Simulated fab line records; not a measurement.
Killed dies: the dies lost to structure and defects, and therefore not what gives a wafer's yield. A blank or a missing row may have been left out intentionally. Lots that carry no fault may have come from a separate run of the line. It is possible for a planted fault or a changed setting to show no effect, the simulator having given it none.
Chamber matching ; flow nand harc ; rie diel-02 running NHARC_A_STAIRCASE_TRIM_12: 4 sister chambers
The step chemistry O2, time 211.2 s. 4 wafers are shown with their chamber, then 7 later ones without.

== WAFERS, EACH WITH ITS CHAMBER ==
wafer;chamber;showerhead plenum p Torr (Torr)
L086.3;0;3.34
L087.6;2;3.79
L089.1;3;3.54
L089.4;1;3.65

== WAFERS WITHOUT THEIR CHAMBER ==
wafer;showerhead plenum p Torr (Torr)
L089.6;3.54
L091.2;3.54
L091.3;3.65
L091.6;3.65
L092.4;3.78
L092.5;3.33
L092.6;3.64

== WHICH CHAMBER EACH WENT THROUGH ==
wafer;from the rows above;in truth
L089.6;3;3
L091.2;3;3
L091.3;1;1
L091.6;1;1
L092.4;2;2
L092.5;0;0
L092.6;1;1
Correctly placed: 7 of 7. Can't be placed from these rows: 0. Placed wrongly: 0.
How it was worked out, from the rows above alone: a wafer's distance from a chamber is the root of the sum, over the readings, of the square of ((its reading less the chamber's mean) divided by the reading's scatter). If the next closest chamber is less than 2 further off than the closest, the wafer can't be placed; otherwise it belongs to the closest. A chamber's mean is the mean of its shown wafers. The scatter: with one shown wafer a chamber, the root of the mean of the squares of how far each hidden wafer lies from its nearest shown one.
